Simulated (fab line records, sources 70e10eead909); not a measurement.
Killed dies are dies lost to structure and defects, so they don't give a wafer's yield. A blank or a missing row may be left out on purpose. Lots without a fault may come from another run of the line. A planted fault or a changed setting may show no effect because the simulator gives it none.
fab line records | flow nand_harc
record lots=11 wafers=33 last_day=33
route steps=1302 shown A_STAIRCASE@883 A_SGD_CUT@908 END@1302
lots that met no fault: from a run of the same line without faults
start_h: hours from the record's first day to the start of the lot's first wafer shown | wait_h: hours since the lot's step before | " the same as in the row above | L1.1+2: a row that stands for several wafers | - no value, or no start given | * or withheld: withheld | < > ~ a bound
route shown NAME@n: a module of which the file shows steps, and the number in the route of the first | usual: mean/standard deviation of fault-free wafers | same: alike in all rows | chamber/n: place in a boat | sites: the reading at each site | _std_site: their standard deviation | _edge_site: outer sites' mean less inner sites' | radius_mm: how far each site lies from the wafer's centre | mask NAME#n: copy n | behind: the tool/chamber that last shaped the wafer | hold: why the lot was held/for how many hours/how that ended | device: the transistor (n, p or np) that didn't switch | end of line: the same wafers' tests at the end of the route | a step without rows: its recipe alone | killed: dies lost to structure and defects at the first sort, not the wafer's yield | map: a wafer's dies, x killed, . not, _ none there
set.NAME: the setting as run; set.NAME@STEP: as run at that earlier step | model.NAME: the simulator's own value behind a step, which no gauge read
steps of the route over a sample of lots; a table a step, a row a wafer
services: from which hour (start_h, from the record's first day; less than 0 if before it) a tool's chamber was out of use, for how many hours, and why
## steps
# step NHARC_A_STAIRCASE_ETCHBACK_157
# recipe target_depth_a=900 over_etch_frac=0.3 time_s=167.14 ion_energy_ev=120 ch3f_flow_sccm=50 o2_flow_sccm=30 ar_flow_sccm=200 rf_w=500 bias_w=100 chemistry=CH3F/O2
# usual chamber_pressure_mTorr=25.000/0.021 drypump_motor_current_A=5.9/0.4 mfc_ar_sccm=200.0/0.71 oes_product_au=0.96/0.035 rf_vpp_V=244.1/1.5 showerhead_plenum_p_Torr=2.45/0.096 throttle_valve_pct=20.663/0.0094
# columns lot.wafer tool chamber start_h wait_h chamber_pressure_mTorr drypump_motor_current_A mfc_ar_sccm oes_product_au rf_hours_counter_h rf_vpp_V showerhead_plenum_p_Torr throttle_valve_pct
L947.2 rie_diel-09 1 424.39 0.2 24.974 6.2 200.2 1.00 30 243.7 2.40 20.659
L947.1 " 3 " " 25.001 5.8 200.5 1.00 32 245.1 2.45 20.659
L947.6 " 1 " " 24.988 6.2 200.4 1.00 - 243.9 2.40 20.673
L948.3 rie_diel-09 1 453.38 0.2 25.012 6.2 200.7 0.94 37 243.3 2.40 20.663
L948.2 " 2 " " 24.948 6.2 200.9 0.94 40 242.1 2.31 20.661
L948.1 " 3 " " 24.980 5.8 200.8 0.94 39 243.4 2.45 20.655
L949.2 rie_diel-02 0 453.52 0.1 25.003 6.2 199.8 0.92 14 245.3 2.63 20.665
L949.1 " 3 " " 25.046 5.5 200.5 0.93 14 243.0 2.37 20.659
L949.6 " 3 " " 24.966 5.5 199.8 0.92 - 243.4 2.37 20.671
L950.2 rie_diel-10 3 468.09 0.1 25.015 6.2 200.5 0.99 11 245.1 2.41 20.647
L950.3 " 0 " " 25.011 5.8 199.4 0.99 12 244.0 2.39 20.662
L950.6 " 3 " " 24.989 6.2 201.4 1.00 - 243.1 2.41 20.651
L952.1 rie_diel-02 3 476.06 0.2 24.977 5.5 200.2 0.91 23 242.9 2.37 20.676
L952.2 " 0 " " 25.042 6.1 200.4 0.92 23 247.6 2.63 20.663
L952.3 " 1 " " 25.001 5.9 200.4 0.92 25 245.8 2.51 20.673
L951.4 rie_diel-02 3 502.64 0.3 24.980 5.5 199.9 0.90 32 242.7 2.36 20.652
L951.2 " 0 " " 24.980 6.1 198.0 0.92 32 246.8 2.63 20.655
L951.5 " 3 " " 24.989 5.5 201.1 0.92 - 241.9 2.36 20.657
L954.1 rie_diel-10 0 521.45 0.2 25.014 5.7 199.2 0.92 30 243.5 2.39 20.682
L954.2 " 2 " " 24.994 5.7 199.9 0.92 26 243.4 2.41 20.666
L954.5 " 0 " " 24.971 5.7 199.2 0.92 - 243.8 2.38 20.654
L962.2 rie_diel-09 2 597.32 0.1 24.995 6.1 199.1 0.94 31 242.2 2.29 20.654
L962.1 " 3 " " 25.009 5.9 199.9 0.91 33 244.0 2.43 20.667
L962.4 " 0 " " 25.000 6.1 199.4 0.94 36 243.3 2.40 20.661
L967.2 rie_diel-10 2 636.67 0.2 25.011 5.8 199.7 0.97 9 241.9 2.40 20.655
L967.4 " 3 " " 25.019 6.2 199.0 1.00 7 243.5 2.39 20.671
L967.1 " 0 " " 25.007 5.7 200.4 0.98 7 243.9 2.37 20.653
L969.2 rie_diel-10 0 646.36 0.2 24.998 5.8 201.0 0.99 9 242.6 2.37 20.663
L969.3 " 1 " " 25.010 5.0 200.6 1.00 11 243.9 2.46 20.671
L969.4 " 2 " " 24.981 5.7 200.8 0.99 11 243.3 2.39 20.671
L968.3 rie_diel-02 2 652.89 0.2 24.983 6.5 200.7 1.00 26 247.9 2.60 20.679
L968.2 " 3 " " 25.003 5.5 200.8 1.00 25 243.5 2.34 20.662
L968.6 " 2 " " 25.005 6.5 201.0 0.99 - 246.7 2.60 20.675
# step NHARC_A_STAIRCASE_INSPECT_155
# usual raw_defect_count=418/120
# columns lot.wafer tool chamber start_h wait_h raw_defect_count
L947.1 defect_inspect-02 - 425.30 0.1 450
L947.2 " - " " 415
L947.6 " - " " 453
L948.1 defect_inspect-02 - 454.26 0.1 346
L948.2 " - " " 383
L948.3 " - " " 409
L949.1 defect_inspect-01 - 454.49 0.1 292
L949.2 " - " " 435
L949.6 " - " " 338
L950.2 defect_inspect-01 - 469.18 0.1 494
L950.3 " - " " 419
L950.6 " - " " 469
L952.1 defect_inspect-02 - 477.08 0.1 481
L952.2 " - " " 453
L952.3 " - " " 354
L951.2 defect_inspect-01 - 503.58 0.1 726
L951.4 " - " " 578
L951.5 " - " " 647
L954.1 defect_inspect-02 - 522.33 0.1 394
L954.2 " - " " 472
L954.5 " - " " 517
L962.1 defect_inspect-02 - 598.22 0.1 459
L962.2 " - " " 503
L962.4 " - " " 515
L967.1 defect_inspect-02 - 637.71 0.1 391
L967.2 " - " " 342
L967.4 " - " " 351
L969.2 defect_inspect-02 - 647.27 0.1 378
L969.3 " - " " 328
L969.4 " - " " 382
L968.2 defect_inspect-01 - 653.77 0.1 719
L968.3 " - " " 368
L968.6 " - " " 738
# step NHARC_A_SGD_CUT_ETCH_16
# recipe target_depth_a=3105 time_s=155.2 c4f8_flow_sccm=withheld o2_flow_sccm=8 ar_flow_sccm=withheld rf_w=600 bias_w=800 chemistry=C4F8/O2/Ar
# usual chamber_pressure_mTorr=24.998/0.022 oes_product_au=0.975/0.017 rf_vpp_V=723/4 run_length_s=176.7/0.52
# columns lot.wafer tool chamber start_h wait_h chamber_pressure_mTorr oes_product_au rf_hours_counter_h rf_vpp_V run_length_s
L947.2 rie_diel-12 2 426.86 - 25.023 0.944 8 722 176.2
L947.1 " 3 " " 24.964 0.987 9 718 177.3
L947.6 " 2 " " 24.980 0.954 - 721 176.4
L948.2 rie_diel-12 3 455.80 - 25.034 0.997 0 717 177.3
L948.1 " 0 " " 25.004 0.978 0 717 177.0
L948.3 " 1 " " 24.999 0.985 0 720 176.7
L949.1 rie_diel-05 2 456.04 - 24.991 0.962 3 729 175.4
L949.2 " 3 " " 24.981 0.985 3 722 177.1
L949.6 " 3 " " 24.956 0.990 - 722 177.4
L950.2 rie_diel-01 1 470.73 - 25.007 0.984 7 724 176.5
L950.3 " 3 " " 25.015 0.954 9 726 177.0
L950.6 " 2 " " 25.010 0.964 - 719 177.3
L952.1 rie_diel-05 1 478.50 - 25.026 0.979 3 730 176.2
L952.3 " 2 " " 24.984 0.967 4 730 175.5
L952.2 " 0 " " 24.996 0.982 3 727 175.6
L951.2 rie_diel-05 2 505.26 - 24.998 0.969 5 729 175.5
L951.4 " 3 " " 25.017 0.994 - 723 176.9
L951.5 " 2 " " 25.024 0.957 - 729 175.7
L954.1 rie_diel-12 2 523.88 - 25.006 0.984 4 722 176.7
L954.2 " 1 " " 25.015 0.993 4 720 176.8
L954.5 " 2 " " 24.983 0.987 - 722 176.6
L962.4 rie_diel-12 2 599.85 - 25.027 0.964 9 719 176.5
L962.2 " 3 " " 25.023 0.970 9 718 67.1
L962.1 " 0 " " 25.010 1.000 9 718 177.1
L967.1 rie_diel-01 0 639.39 - 25.005 0.997 5 720 177.0
L967.4 " 1 " " 25.002 0.978 5 723 176.5
L967.2 " 3 " " 24.989 0.975 5 725 176.8
L969.2 rie_diel-05 3 648.78 - 25.024 0.986 2 723 177.4
L969.3 " 0 " " 25.001 0.960 3 728 176.3
L969.4 " 1 " " 25.019 0.961 2 729 176.3
L968.2 rie_diel-01 3 655.41 - 25.016 0.967 6 724 176.9
L968.3 " 1 " " 24.995 0.974 6 724 176.9
L968.6 " 3 " " 24.967 0.969 - 725 176.9
# step NHARC_A_SGD_CUT_STRIP_28
# recipe time_s=20 o2_flow_sccm=500 ar_flow_sccm=0 bias_w=0 chemistry=O2
# usual chamber_pressure_mTorr=59.99/0.058 drypump_motor_current_A=5.5/0.37 mfc_ar_sccm=0.003/0.0054 oes_product_au=1.003/0.014 rf_vpp_V=57.7/0.82 showerhead_plenum_p_Torr=3.49/0.14 throttle_valve_pct=17.038/0.0089
# columns lot.wafer tool chamber start_h wait_h chamber_pressure_mTorr drypump_motor_current_A mfc_ar_sccm oes_product_au rf_hours_counter_h rf_vpp_V showerhead_plenum_p_Torr throttle_valve_pct
L947.1 rie_diel-12 0 - - 59.99 5.4 0 0.998 9 56.4 3.31 17.022
L947.2 " 1 " " 60.03 5.4 0.007 0.994 9 58.3 3.41 17.043
L947.6 " 3 " " 60.03 5.5 0 1.029 - 56.8 3.36 17.028
L949.2 rie_diel-01 2 - - 59.94 6.2 0.018 0.981 6 57.4 3.44 17.035
L949.1 " 3 " " 59.99 5.6 0 0.975 6 58.7 3.59 17.039
L949.6 " 2 " " 60.02 6.2 0.018 1.000 - 58.0 3.44 17.043
L948.3 rie_diel-05 1 - - 60.05 5.3 0 0.995 2 58.4 3.74 17.044
L948.1 " 3 " " 60.00 5.3 0 1.011 3 58.3 3.49 17.033
L948.2 " 0 " " 60.00 6.2 0.016 0.997 3 59.5 3.69 17.047
L950.3 rie_diel-12 1 - - 60.04 5.4 0.007 1.010 2 57.6 3.41 17.034
L950.2 " 2 " " 60.03 5.3 0 0.998 2 58.6 3.49 17.045
L950.6 " 1 " " 60.00 5.4 0.007 1.028 - 57.3 3.41 17.032
L952.3 rie_diel-05 2 - - 59.92 5.2 0.003 1.012 4 57.4 3.74 17.038
L952.2 " 3 " " 59.98 5.3 0 1.016 4 57.7 3.49 17.036
L952.1 " 0 " " 59.96 6.3 0.016 1.007 3 58.7 3.69 17.038
L951.4 rie_diel-05 1 - - 59.99 5.3 0 1.001 4 57.0 3.73 17.042
L951.2 " 3 " " 59.99 5.3 0 1.003 5 57.2 3.49 17.035
L951.5 " 2 " " 60.05 5.2 0.003 0.990 - 56.7 3.74 17.041
L954.2 rie_diel-12 2 - - 59.96 5.4 0 1.009 4 57.0 3.49 17.027
L954.1 " 3 " " 60.02 5.5 0 1.010 5 58.8 3.35 17.045
L954.5 " 2 " " 59.96 5.4 0 1.008 - 58.1 3.49 17.038
L962.2 rie_diel-12 1 - - 60.03 5.4 0.007 1.015 9 57.6 3.41 17.049
L962.4 " 2 " " 60.06 5.4 0 0.983 9 58.1 3.49 17.033
L962.1 " 3 " " 60.04 5.5 0 1.007 9 58.1 3.35 17.037
L967.2 rie_diel-05 2 - - 59.98 5.2 0.003 0.983 2 57.5 3.73 17.022
L967.4 " 3 " " 60.02 5.3 0 0.999 2 57.7 3.49 17.045
L967.1 " 0 " " 60.06 6.2 0.016 0.969 2 58.4 3.68 17.029
L969.3 rie_diel-12 2 - - 60.02 5.4 0 0.989 2 58.8 3.49 17.046
L969.2 " 3 " " 60.03 5.5 0 1.013 2 56.8 3.35 17.015
L969.4 " 0 " " 60.02 5.4 0 1.001 2 57.3 3.30 17.045
L968.3 rie_diel-01 1 - - 59.98 6.7 0 1.001 7 58.9 3.55 17.055
L968.2 " 3 " " 59.96 5.6 0 0.997 6 57.4 3.58 17.027
L968.6 " 1 " " 59.94 6.7 0 1.004 - 58.1 3.55 17.029
# step NHARC_END_SORT_01
# recipe temp_c=25
# usual killed_at_array=61/26 killed_at_other=0.8/1.1 killed_at_periphery=4.0/2.6 killed_dies=66/26 killed_open=3.1/1.7 killed_short=2.5/1.5
# same gross_dies=677
# columns lot.wafer tool chamber start_h wait_h hold killed_at_array killed_at_other killed_at_periphery killed_dies killed_open killed_short
L947.1 prober-01 0 567.67 2.5 - 81 3 7 91 4 1
L947.2 prober-01 0 568.47 2.8 - 80 0 2 82 3 2
L947.6 prober-01 0 571.67 4.0 - 68 1 5 74 3 2
L950.2 prober-02 0 591.94 2.8 - 88 0 2 90 4 3
L950.3 prober-02 0 592.73 3.1 - 97 0 8 105 3 4
L950.6 prober-02 0 595.09 3.9 - 80 0 8 88 5 2
L951.2 prober-02 0 626.98 2.8 - 46 1 0 47 2 1
L951.4 prober-02 0 628.59 3.4 - 46 2 2 50 5 2
L951.5 prober-02 0 629.39 3.7 - 41 0 1 42 1 4
L954.1 prober-02 0 642.80 2.5 - 83 2 1 86 2 4
L954.2 prober-02 0 643.61 2.8 - 103 1 2 106 3 2
L954.5 prober-02 0 646.05 3.8 - 125 0 7 132 2 2
L962.1 prober-02 0 726.22 2.5 await_dispo/2.5h/release 87 2 4 93 4 2
L962.2 prober-02 0 727.01 2.8 await_dispo/2.5h/release 674 1 2 677 5 4
L962.4 prober-02 0 728.59 3.4 await_dispo/2.5h/release 88 0 3 91 2 6
L967.1 prober-01 0 762.89 2.5 - 91 1 5 97 5 2
L967.2 prober-01 0 763.70 2.8 - 87 1 4 92 2 3
L967.4 prober-01 0 765.32 3.4 - 98 0 4 102 2 1
# killed by level:class
L947.1 A_CHANNEL_HOLE_D2:chamber_film_flake=36 A_CHANNEL_HOLE_D1:chamber_film_flake=26 A_STAIRCASE:chamber_film_flake=7 A_CONTACT:chamber_film_flake=7 P_CONTACT:chamber_film_flake=5 THIN_TSV:chamber_film_flake=2 A_CONTACT:unspecified=2 P_CONTACT:geometric_particle:open=1
L947.2 A_CHANNEL_HOLE_D1:chamber_film_flake=35 A_CHANNEL_HOLE_D2:chamber_film_flake=28 A_CONTACT:chamber_film_flake=6 A_STAIRCASE:chamber_film_flake=3 A_CONTACT:unspecified=3 A_ONON_D1:geometric_particle:short=1 A_CHANNEL_FILL_D1:geometric_particle:open=1 A_DECK1_JOINT:geometric_particle:short=1
L947.6 A_CHANNEL_HOLE_D1:chamber_film_flake=31 A_CHANNEL_HOLE_D2:chamber_film_flake=21 A_CONTACT:chamber_film_flake=6 P_CONTACT:chamber_film_flake=5 A_CONTACT:unspecified=3 A_CHANNEL_FILL_D2:geometric_particle:open=2 A_STAIRCASE:chamber_film_flake=2 A_DECK1_JOINT:geometric_particle:short=1
L950.2 A_CHANNEL_HOLE_D1:chamber_film_flake=35 A_SLIT:chamber_film_flake=26 A_CHANNEL_HOLE_D2:chamber_film_flake=15 A_CONTACT:chamber_film_flake=3 A_DECK1_JOINT:geometric_particle:short=2 A_ONON_D1:geometric_particle:open=1 A_CHANNEL_FILL_D2:geometric_particle:open=1 A_WL_FILL:geometric_particle:short=1
L950.3 A_CHANNEL_HOLE_D2:chamber_film_flake=32 A_CHANNEL_HOLE_D1:chamber_film_flake=29 A_SLIT:chamber_film_flake=26 A_STAIRCASE:chamber_film_flake=3 A_CONTACT:chamber_film_flake=3 P_ZERO_WELL:chamber_film_flake=2 P_GATE:chamber_film_flake=2 P_CONTACT:geometric_particle:short=1
L950.6 A_SLIT:chamber_film_flake=31 A_CHANNEL_HOLE_D2:chamber_film_flake=20 A_CHANNEL_HOLE_D1:chamber_film_flake=18 P_GATE:chamber_film_flake=3 A_ONON_D2:geometric_particle:open=2 P_ZERO_WELL:chamber_film_flake=2 A_CONTACT:chamber_film_flake=2 P_CONTACT:geometric_particle:open=1
L951.2 A_CHANNEL_HOLE_D2:chamber_film_flake=30 A_CONTACT:chamber_film_flake=5 A_WL_FILL:chamber_film_flake=3 A_CHANNEL_HOLE_D1:chamber_film_flake=2 A_DECK1_JOINT:geometric_particle:short=1 A_DECK1_JOINT:geometric_particle:open=1 A_M0:geometric_particle:open=1 THIN_TSV:chamber_film_flake=1
L951.4 A_CHANNEL_HOLE_D2:chamber_film_flake=29 A_CHANNEL_HOLE_D1:chamber_film_flake=6 A_SGD_CUT:geometric_particle:open=2 P_STI:chamber_film_flake=2 A_CONTACT:chamber_film_flake=2 THIN_TSV:chamber_film_flake=2 A_SOURCE_PLATE:geometric_particle:open=1 A_ONON_D1:geometric_particle:short=1
L951.5 A_CHANNEL_HOLE_D2:chamber_film_flake=27 A_CHANNEL_HOLE_D1:chamber_film_flake=4 A_WL_FILL:chamber_film_flake=3 A_WL_FILL:geometric_particle:short=2 A_CHANNEL_FILL_D1:geometric_particle:short=1 A_DECK1_JOINT:geometric_particle:short=1 A_WL_FILL:geometric_particle:open=1 P_STI:chamber_film_flake=1
L954.1 A_CHANNEL_HOLE_D1:chamber_film_flake=27 A_SLIT:chamber_film_flake=24 A_CHANNEL_HOLE_D2:chamber_film_flake=17 A_CONTACT:chamber_film_flake=6 P_CONTACT:geometric_particle:short=1 A_CHANNEL_HOLE_D1:geometric_particle:short=1 A_ONON_D2:geometric_particle:open=1 A_ONON_D2:geometric_particle:short=1
L954.2 A_CHANNEL_HOLE_D2:chamber_film_flake=35 A_SLIT:chamber_film_flake=30 A_CHANNEL_HOLE_D1:chamber_film_flake=29 A_ONON_D1:geometric_particle:open=1 A_DECK1_JOINT:geometric_particle:short=1 A_WL_FILL:geometric_particle:short=1 A_CONTACT:geometric_particle:open=1 A_M0:geometric_particle:open=1
L954.5 A_CHANNEL_HOLE_D1:chamber_film_flake=40 A_SLIT:chamber_film_flake=40 A_CHANNEL_HOLE_D2:chamber_film_flake=34 A_DECK1_JOINT:chamber_film_flake=4 P_ZERO_WELL:chamber_film_flake=3 P_GATE:chamber_film_flake=3 P_CONTACT:geometric_particle:short=1 A_CHANNEL_FILL_D1:geometric_particle:open=1
L962.1 A_SLIT:chamber_film_flake=30 A_CHANNEL_HOLE_D1:chamber_film_flake=27 A_CHANNEL_HOLE_D2:chamber_film_flake=14 A_STAIRCASE:chamber_film_flake=7 P_ZERO_WELL:chamber_film_flake=2 A_ZERO_WELL:chamber_film_flake=2 A_CHANNEL_FILL_D1:chamber_film_flake=2 THIN_TSV:chamber_film_flake=2
L962.2 A_SGD_CUT:area_etch=591 A_CHANNEL_HOLE_D1:chamber_film_flake=34 A_SLIT:chamber_film_flake=28 A_CHANNEL_HOLE_D2:chamber_film_flake=12 A_CHANNEL_FILL_D2:geometric_particle:short=2 A_SGD_CUT:geometric_particle:open=2 P_CONTACT:geometric_particle:short=1 P_M2:geometric_particle:open=1
L962.4 A_CHANNEL_HOLE_D1:chamber_film_flake=34 A_SLIT:chamber_film_flake=32 A_CHANNEL_HOLE_D2:chamber_film_flake=10 A_ONON_D1:geometric_particle:short=2 A_ONON_D2:geometric_particle:short=2 A_CHANNEL_FILL_D1:chamber_film_flake=2 A_STAIRCASE:chamber_film_flake=2 P_CONTACT:geometric_particle:short=1
L967.1 A_SLIT:chamber_film_flake=31 A_CHANNEL_HOLE_D2:chamber_film_flake=22 A_CHANNEL_HOLE_D1:chamber_film_flake=16 A_CONTACT:chamber_film_flake=11 A_STAIRCASE:chamber_film_flake=4 P_ZERO_WELL:chamber_film_flake=3 P_GATE:geometric_particle:open=1 P_M0:geometric_particle:open=1
L967.2 A_SLIT:chamber_film_flake=30 A_CHANNEL_HOLE_D2:chamber_film_flake=25 A_CHANNEL_HOLE_D1:chamber_film_flake=13 A_CONTACT:chamber_film_flake=10 A_STAIRCASE:chamber_film_flake=3 P_ZERO_WELL:chamber_film_flake=2 A_WL_FILL:chamber_film_flake=2 P_CONTACT:geometric_particle:short=1
L967.4 A_SLIT:chamber_film_flake=36 A_CHANNEL_HOLE_D2:chamber_film_flake=34 A_CONTACT:chamber_film_flake=13 A_CHANNEL_HOLE_D1:chamber_film_flake=8 P_ZERO_WELL:chamber_film_flake=3 A_STAIRCASE:chamber_film_flake=2 A_CHANNEL_FILL_D1:geometric_particle:open=1 A_CHANNEL_FILL_D1:geometric_particle:short=1
## services
# columns tool chamber start_h hours kind
rie_diel-05 - 406.60 9.0 pm
rie_diel-10 - 420.48 9.0 pm
rie_diel-09 3 434.06 7.0 repair
rie_diel-12 - 445.40 9.0 pm
rie_diel-02 3 456.44 2.4 repair
rie_diel-12 - 461.58 1.1 repair
rie_diel-10 2 461.74 16.5 repair
rie_diel-02 1 463.66 7.7 repair
rie_diel-12 1 483.84 15.0 repair
rie_diel-09 - 498.74 9.0 pm
rie_diel-05 0 503.77 4.8 repair
rie_diel-12 2 546.67 2.7 repair
rie_diel-10 0 550.22 6.0 repair
rie_diel-01 2 554.58 22.1 repair
rie_diel-10 - 557.67 0.4 repair
rie_diel-01 - 557.80 9.0 pm
rie_diel-02 2 569.59 4.6 repair
rie_diel-02 - 571.81 9.0 pm
rie_diel-05 - 583.60 9.0 pm
rie_diel-10 - 597.58 9.0 pm
rie_diel-02 0 620.00 10.5 repair
rie_diel-12 - 622.40 9.0 pm
rie_diel-12 - 646.87 0.3 repair
rie_diel-12 2 656.59 1.2 repair
## key
first_sign step=NHARC_A_SGD_CUT_ETCH_16 reading=run_length_s direction=down sigmas=99+ usual=* struck=*
effect step=NHARC_END_SORT_01 reading=killed_at_array direction=up sigmas=24 usual=61 struck=674
more_kills_born_at NHARC_A_SGD_CUT_ETCH_16@rie_diel-12=591
met_at NHARC_A_SGD_CUT_ETCH_16
struck_lots L962
struck_wafers L962.2
later_rows_left_out L962.2
tester_left_out L962
not_acting_at NHARC_A_STAIRCASE_ETCHBACK_157,NHARC_A_STAIRCASE_INSPECT_155,NHARC_A_SGD_CUT_STRIP_28
onset_between 523.88 599.85
fault kind=process_parameter_drift tool=rie_diel-12 chamber=- onset_h=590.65 steps=NHARC_A_SGD_CUT_ETCH_16 channel=time_s offset=* shape=step end_h=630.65 scope=struck_wafers_only acts_in=* stated=*
# tester_left_out: of these lots the tester's yield and bins aren't shown, on N5 and GAA mostly nor the transistor test; their killed dies are dies lost to structure and defects alone, not to doping, threshold or leakage, so they don't give the yield
# later_rows_left_out: the simulator's readings of these wafers behind a module that went badly wrong aren't trusted and aren't shown, but for the sort
